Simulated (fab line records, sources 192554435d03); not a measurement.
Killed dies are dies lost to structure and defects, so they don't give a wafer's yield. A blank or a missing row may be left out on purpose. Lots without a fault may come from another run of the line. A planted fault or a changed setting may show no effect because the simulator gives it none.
Chamber matching | flow n5_finfet | N5_BEOL_M11_PECVD_70 on pecvd-01: 3 sister chambers
The step deposits SiO2 from TEOS/O2, target thk 20 nm, time 22.7 s. 6 wafers are shown with their chamber, then 11 later ones without.

WAFERS WITH THEIR CHAMBER
wafer  | chamber | throttle_valve_pct (%) | showerhead_plenum_p_Torr (Torr)
L076.2 | 0       | 21.8                   | 8.74
L087.5 | 0       | 22.0                   | 8.72
L088.1 | 2       | 22.3                   | 8.71
L088.2 | 1       | 25.1                   | 8.60
L088.6 | 1       | 24.9                   | 8.59
L089.1 | 2       | 22.1                   | 8.70

WAFERS WITHOUT THEIR CHAMBER
wafer  | throttle_valve_pct (%) | showerhead_plenum_p_Torr (Torr)
L089.3 | 22.0                   | 8.72
L089.5 | 25.0                   | 8.62
L090.3 | 24.6                   | 8.59
L090.4 | 24.7                   | 8.60
L090.6 | 22.1                   | 8.73
L096.1 | 22.0                   | 8.74
L096.2 | 22.1                   | 8.71
L096.5 | 21.9                   | 8.73
L097.2 | 22.0                   | 8.73
L097.3 | 22.3                   | 8.72
L097.6 | 21.9                   | 8.70

WHICH CHAMBER EACH WENT THROUGH
wafer  | from the rows above     | in truth
L089.3 | can't be placed: 0 or 2 | 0
L089.5 | 1                       | 1
L090.3 | 1                       | 1
L090.4 | 1                       | 1
L090.6 | can't be placed: 0 or 2 | 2
L096.1 | 0                       | 0
L096.2 | can't be placed: 2 or 0 | 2
L096.5 | 0                       | 0
L097.2 | 0                       | 0
L097.3 | can't be placed: 2 or 0 | 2
L097.6 | can't be placed: 2 or 0 | 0
Placed correctly: 6 of 11. Can't be placed from these rows: 5 (the true chamber is among the candidates in 5). Placed wrongly: 0.
How it was worked out, from the rows above alone: a wafer's distance from a chamber is the root of the sum, over the readings, of the square of ((its reading less the chamber's mean) divided by the reading's scatter). The wafer belongs to the nearest chamber; if the next one is less than 2 further off, it can't be placed. A chamber's mean is the mean of its shown wafers. The scatter: the root of (the sum of the squares of (reading less its chamber's mean) over the shown wafers, divided by (wafers less chambers)).
